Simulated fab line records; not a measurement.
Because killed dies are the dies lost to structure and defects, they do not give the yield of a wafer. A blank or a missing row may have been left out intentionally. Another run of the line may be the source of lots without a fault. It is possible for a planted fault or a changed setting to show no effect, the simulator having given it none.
Which of the tools did it? / flow nand-harc / 12 lots, 36 wafers sampled, at 4 steps of a route of 1159

## WHAT EACH GAUGE READ, for each wafer
NHARC_A_BLC_OVL_MEAS_11. Usual: overlay-x-nm 0.3 nm, standard deviation 0.79; overlay-y-nm 0.0 nm, standard deviation 0.8.
lot=L445; measured=day 17 08:14; on=overlay-02; overlay-x-nm (nm)=-0.4 -0.5 -0.2; overlay-y-nm (nm)=1.1 0.8 1.0; flag=
lot=L446; measured=day 17 12:56; on=overlay-01; overlay-x-nm (nm)=0.5 1.2 0.7; overlay-y-nm (nm)=-0.6 -0.5 -0.4; flag=
lot=L449; measured=day 17 22:12; on=overlay-01; overlay-x-nm (nm)=1.2 0.7 0.8; overlay-y-nm (nm)=-0.4 -0.3 -0.8; flag=
lot=L450; measured=day 18 22:32; on=overlay-01; overlay-x-nm (nm)=1.0 1.1 1.0; overlay-y-nm (nm)=-1.0 -1.4 -0.5; flag=
lot=L457; measured=day 20 02:14; on=overlay-02; overlay-x-nm (nm)=-1.1 -0.5 -0.3; overlay-y-nm (nm)=-0.4 0.5 -0.1; flag=
lot=L456; measured=day 20 02:46; on=overlay-01; overlay-x-nm (nm)=-0.1 0.0 0.1; overlay-y-nm (nm)=-1.3 -1.0 -1.0; flag=
lot=L455; measured=day 20 19:57; on=overlay-01; overlay-x-nm (nm)=0.3 0.3 0.2; overlay-y-nm (nm)=-0.6 -0.2 -0.3; flag=
lot=L459; measured=day 20 22:42; on=overlay-02; overlay-x-nm (nm)=7.3 6.8 7.1; overlay-y-nm (nm)=0.0 1.3 0.1; flag=OFF
lot=L462; measured=day 21 15:01; on=overlay-01; overlay-x-nm (nm)=5.5 5.3 5.1; overlay-y-nm (nm)=0.9 0.6 0.5; flag=OFF
lot=L463; measured=day 22 15:50; on=overlay-02; overlay-x-nm (nm)=7.4 7.6 8.2; overlay-y-nm (nm)=0.9 1.2 1.5; flag=OFF
lot=L466; measured=day 22 23:04; on=overlay-01; overlay-x-nm (nm)=0.1 0.0 -0.4; overlay-y-nm (nm)=-1.0 -0.3 -0.1; flag=
lot=L467; measured=day 22 23:02; on=overlay-02; overlay-x-nm (nm)=-0.1 -0.7 -0.1; overlay-y-nm (nm)=-0.6 -1.0 -1.4; flag=

## WHAT TOOL EACH LOT RAN ON (gives the tool, then ch and the chambers of the sampled wafers, and finally the start)
lot=L445; NHARC_A_CONTACT_ETCH_137=har-cap-etch-03 ch 0,1, day 17 02:37; NHARC_A_CONTACT_CVD_19=cvd-w-01 ch 0,1, day 17 08:00 or earlier; NHARC_A_BLC_EXPOSE_07=arfi-scanner-03 ch 0, day 17 08:00
lot=L446; NHARC_A_CONTACT_ETCH_137=har-cap-etch-03 ch 0,1, day 17 05:05; NHARC_A_CONTACT_CVD_19=cvd-w-01 ch 0,1, day 17 12:42 or earlier; NHARC_A_BLC_EXPOSE_07=arfi-scanner-02 ch 0, day 17 12:42
lot=L449; NHARC_A_CONTACT_ETCH_137=har-cap-etch-02 ch 1, day 17 17:48; NHARC_A_CONTACT_CVD_19=cvd-w-01 ch 0,1, day 17 21:58 or earlier; NHARC_A_BLC_EXPOSE_07=arfi-scanner-03 ch 0, day 17 21:58
lot=L450; NHARC_A_CONTACT_ETCH_137=har-cap-etch-03 ch 0,1, day 18 18:35; NHARC_A_CONTACT_CVD_19=cvd-w-02 ch 0,1, day 18 22:19 or earlier; NHARC_A_BLC_EXPOSE_07=arfi-scanner-01 ch 0, day 18 22:19
lot=L457; NHARC_A_CONTACT_ETCH_137=har-cap-etch-01 ch 0,1, day 19 19:51; NHARC_A_CONTACT_CVD_19=cvd-w-02 ch 0,1, day 20 02:00 or earlier; NHARC_A_BLC_EXPOSE_07=arfi-scanner-01 ch 0, day 20 02:00
lot=L456; NHARC_A_CONTACT_ETCH_137=har-cap-etch-03 ch 0,1, day 19 20:41; NHARC_A_CONTACT_CVD_19=cvd-w-01 ch 0,1, day 20 02:32 or earlier; NHARC_A_BLC_EXPOSE_07=arfi-scanner-02 ch 0, day 20 02:32
lot=L455; NHARC_A_CONTACT_ETCH_137=har-cap-etch-03 ch 0,1, day 20 12:13; NHARC_A_CONTACT_CVD_19=cvd-w-01 ch 0,1, day 20 19:44 or earlier; NHARC_A_BLC_EXPOSE_07=arfi-scanner-02 ch 0, day 20 19:44
lot=L459; NHARC_A_CONTACT_ETCH_137=har-cap-etch-01 ch 0,1, day 20 18:13; NHARC_A_CONTACT_CVD_19=cvd-w-01 ch 0,1, day 20 22:28 or earlier; NHARC_A_BLC_EXPOSE_07=arfi-scanner-02 ch 0, day 20 22:28
lot=L462; NHARC_A_CONTACT_ETCH_137=har-cap-etch-02 ch 0,1, day 21 00:08; NHARC_A_CONTACT_CVD_19=cvd-w-02 ch 0,1, day 21 14:47 or earlier; NHARC_A_BLC_EXPOSE_07=arfi-scanner-02 ch 0, day 21 14:47
lot=L463; NHARC_A_CONTACT_ETCH_137=har-cap-etch-02 ch 0,1, day 22 11:27; NHARC_A_CONTACT_CVD_19=cvd-w-01 ch 0,1, day 22 15:37 or earlier; NHARC_A_BLC_EXPOSE_07=arfi-scanner-02 ch 0, day 22 15:37
lot=L466; NHARC_A_CONTACT_ETCH_137=har-cap-etch-03 ch 0,1, day 22 14:14; NHARC_A_CONTACT_CVD_19=cvd-w-01 ch 0,1, day 22 22:50 or earlier; NHARC_A_BLC_EXPOSE_07=arfi-scanner-03 ch 0, day 22 22:50
lot=L467; NHARC_A_CONTACT_ETCH_137=har-cap-etch-01 ch 0,1, day 22 15:28; NHARC_A_CONTACT_CVD_19=cvd-w-02 ch 0,1, day 22 22:49 or earlier; NHARC_A_BLC_EXPOSE_07=arfi-scanner-03 ch 0, day 22 22:49
- NHARC_A_CONTACT_ETCH_137: etches the open film in C4F8/O2/Ar, time 132 s, target depth 1287 nm.
- NHARC_A_CONTACT_CVD_19: deposits W, target thk 300 nm, time 802 s.
- NHARC_A_BLC_EXPOSE_07: exposes mask A BLC, target cd 100 nm.

## AS READ BY THE TOOLS THEMSELVES (means over the sampled wafers that have a number; for cases with no such wafer, the mark the record gives instead)
NHARC_A_CONTACT_CVD_19. Usual: chamber-pressure-Torr 39.99 Torr, standard deviation 0.094; heater-power-w 476 W, standard deviation 45; mfc-ar-sccm 1560 sccm, standard deviation 4.8; susceptor-temp-C 299.97 C, standard deviation 0.19; throttle-valve-pct 7.87 %, standard deviation 0.16.
lot=L445; tool=cvd-w-01; chamber-pressure-Torr (Torr)=39.83; heater-power-w (W)=479; mfc-ar-sccm (sccm)=1564; susceptor-temp-C (C)=300.15; throttle-valve-pct (%)=7.87; flag=
lot=L446; tool=cvd-w-01; chamber-pressure-Torr (Torr)=40.03; heater-power-w (W)=465; mfc-ar-sccm (sccm)=1563; susceptor-temp-C (C)=299.88; throttle-valve-pct (%)=7.87; flag=
lot=L449; tool=cvd-w-01; chamber-pressure-Torr (Torr)=40.06; heater-power-w (W)=467; mfc-ar-sccm (sccm)=1555; susceptor-temp-C (C)=299.91; throttle-valve-pct (%)=7.88; flag=
lot=L450; tool=cvd-w-02; chamber-pressure-Torr (Torr)=40.14; heater-power-w (W)=471; mfc-ar-sccm (sccm)=1554; susceptor-temp-C (C)=299.92; throttle-valve-pct (%)=7.72; flag=
lot=L457; tool=cvd-w-02; chamber-pressure-Torr (Torr)=40.06; heater-power-w (W)=465; mfc-ar-sccm (sccm)=1557; susceptor-temp-C (C)=299.97; throttle-valve-pct (%)=7.72; flag=
lot=L456; tool=cvd-w-01; chamber-pressure-Torr (Torr)=39.98; heater-power-w (W)=487; mfc-ar-sccm (sccm)=1566; susceptor-temp-C (C)=300.19; throttle-valve-pct (%)=7.94; flag=
lot=L455; tool=cvd-w-01; chamber-pressure-Torr (Torr)=40.03; heater-power-w (W)=482; mfc-ar-sccm (sccm)=1561; susceptor-temp-C (C)=300.01; throttle-valve-pct (%)=7.80; flag=
lot=L459; tool=cvd-w-01; chamber-pressure-Torr (Torr)=40.02; heater-power-w (W)=469; mfc-ar-sccm (sccm)=1557; susceptor-temp-C (C)=300.03; throttle-valve-pct (%)=7.95; flag=
lot=L462; tool=cvd-w-02; chamber-pressure-Torr (Torr)=39.99; heater-power-w (W)=463; mfc-ar-sccm (sccm)=1558; susceptor-temp-C (C)=-; throttle-valve-pct (%)=7.83; flag=OFF
lot=L463; tool=cvd-w-01; chamber-pressure-Torr (Torr)=40.03; heater-power-w (W)=465; mfc-ar-sccm (sccm)=1556; susceptor-temp-C (C)=300.12; throttle-valve-pct (%)=7.69; flag=
lot=L466; tool=cvd-w-01; chamber-pressure-Torr (Torr)=40.02; heater-power-w (W)=492; mfc-ar-sccm (sccm)=1562; susceptor-temp-C (C)=299.79; throttle-valve-pct (%)=7.95; flag=
lot=L467; tool=cvd-w-02; chamber-pressure-Torr (Torr)=39.97; heater-power-w (W)=515; mfc-ar-sccm (sccm)=1565; susceptor-temp-C (C)=-; throttle-valve-pct (%)=7.90; flag=OFF

## THE ANSWER, worked out from the rows above alone
Rule: a lot is off if the mean of its wafers that have a number lies more than 3 standard deviations from the usual mean. A lot without any number at a reading at which 4 lots or more have one is off too. All remaining lots with rows at the step are treated as sound. Order of review: gauges by route order, followed by the tools' own readings, for which a lot's mean as printed above is used. The first step at which some lot is off is used, and at that step the reading that is off furthest; a lot without a number counts as furthest.
Off: L459, L462, L463, at NHARC_A_BLC_OVL_MEAS_11 (overlay-x-nm).
If a tool, at a process step before that reading, ran all the lots that are off and no sound lot after the first of them, it fits. Gauges at NHARC_A_BLC_OVL_MEAS_11: tried the same way as those tools. NHARC_A_CONTACT_CVD_19: start missing for some lots; hours and lot order therefore follow NHARC_A_BLC_EXPOSE_07. One fits: arfi-scanner-02 at NHARC_A_BLC_EXPOSE_07. Its last sound lot is L455 (day 20 19:44), its first lot that is off L459 (day 20 22:28): a fault that began between those two fits.

## WHAT THE SIMULATOR PUT IN
Scanner matching overlay: arfi-scanner-02, from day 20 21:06 on, at NHARC_A_BLC_EXPOSE_07. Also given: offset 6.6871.
Lots struck among those shown: L459, L462, L463. The rule given above showed the same thing.
